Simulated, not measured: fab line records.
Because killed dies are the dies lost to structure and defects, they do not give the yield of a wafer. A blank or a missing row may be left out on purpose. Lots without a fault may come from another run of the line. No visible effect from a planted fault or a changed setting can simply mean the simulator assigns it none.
Chamber matching | flow n5Finfet | 4 sister chambers for N5_BEOL_M4_STRIP_66 on rieDiel-04
The step strips in CF4. 20 wafers are shown with their chamber, then 10 later ones without.

## WAFERS PAIRED WITH THEIR CHAMBERS
wafer  | chamber | drypumpMotorCurrentA (A) | showerheadPlenumPTorr (Torr) | throttleValvePct (%)
L075.1 | 1       | 5.8                      | 1.74                         | 13.28
L075.2 | 3       | 6.4                      | 1.84                         | 13.91
L075.6 | 3       | 6.4                      | 1.84                         | 13.90
L080.1 | 1       | 5.8                      | 1.74                         | 13.31
L080.5 | 0       | 5.1                      | 1.74                         | 13.82
L080.6 | 3       | 6.4                      | 1.83                         | 13.92
L081.1 | 2       | 6.1                      | 1.81                         | 13.33
L081.2 | 0       | 5.1                      | 1.74                         | 13.82
L081.3 | 1       | 5.8                      | 1.74                         | 13.32
L086.1 | 3       | 6.4                      | 1.83                         | 13.39
L086.4 | 2       | 6.1                      | 1.80                         | 13.37
L086.5 | 2       | 6.1                      | 1.80                         | 13.37
L088.3 | 2       | 6.1                      | 1.80                         | 13.37
L088.5 | 3       | 6.4                      | 1.83                         | 13.37
L088.6 | 2       | 6.1                      | 1.80                         | 13.38
L090.2 | 2       | 6.1                      | 1.80                         | 13.37
L090.4 | 3       | 6.4                      | 1.83                         | 13.37
L090.6 | 2       | 6.1                      | 1.80                         | 13.35
L091.1 | 3       | 6.4                      | 1.83                         | 13.38
L091.2 | 2       | 6.2                      | 1.80                         | 13.36

SIGNATURES (averages over the wafers above)
reading               | chamber 0 | chamber 1 | chamber 2 | chamber 3 | scatter within a chamber
drypumpMotorCurrentA  | 5.100     | 5.800     | 6.112     | 6.400     | 0.0234
showerheadPlenumPTorr | 1.7400    | 1.7400    | 1.8013    | 1.8329    | 0.00379
throttleValvePct      | 13.8200   | 13.3033   | 13.3625   | 13.6057   | 0.175
Rule: a wafer's distance from a chamber is the root of the sum, over the readings, of the square of ((its reading less the chamber's mean) divided by the reading's scatter). The wafer belongs to the nearest chamber; if the next one is less than 2 further off, it can't be placed. The scatter: the root of (the sum of the squares of (reading less its chamber's mean) over the shown wafers, divided by (wafers less chambers)).

## WAFERS WITHOUT THEIR CHAMBER
wafer  | drypumpMotorCurrentA (A) | showerheadPlenumPTorr (Torr) | throttleValvePct (%)
L091.4 | 6.4                      | 1.83                         | 13.38
L093.1 | 5.8                      | 1.73                         | 13.37
L093.2 | 6.4                      | 1.83                         | 13.39
L093.4 | 5.8                      | 1.73                         | 13.37
L094.3 | 6.1                      | 1.80                         | 13.38
L094.5 | 6.1                      | 1.80                         | 13.38
L094.6 | 5.8                      | 1.73                         | 13.38
L095.1 | 5.8                      | 1.73                         | 13.38
L095.2 | 6.1                      | 1.80                         | 13.40
L095.3 | 6.4                      | 1.83                         | 13.39

## THE CHAMBER EACH PASSED THROUGH
wafer  | from the rows above | in truth
L091.4 | 3                   | 3
L093.1 | 1                   | 1
L093.2 | 3                   | 3
L093.4 | 1                   | 1
L094.3 | 2                   | 2
L094.5 | 2                   | 2
L094.6 | 1                   | 1
L095.1 | 1                   | 1
L095.2 | 2                   | 2
L095.3 | 3                   | 3
Correctly placed: 10 of 10. From these rows, 0 cannot be placed. Number placed wrongly: 0.
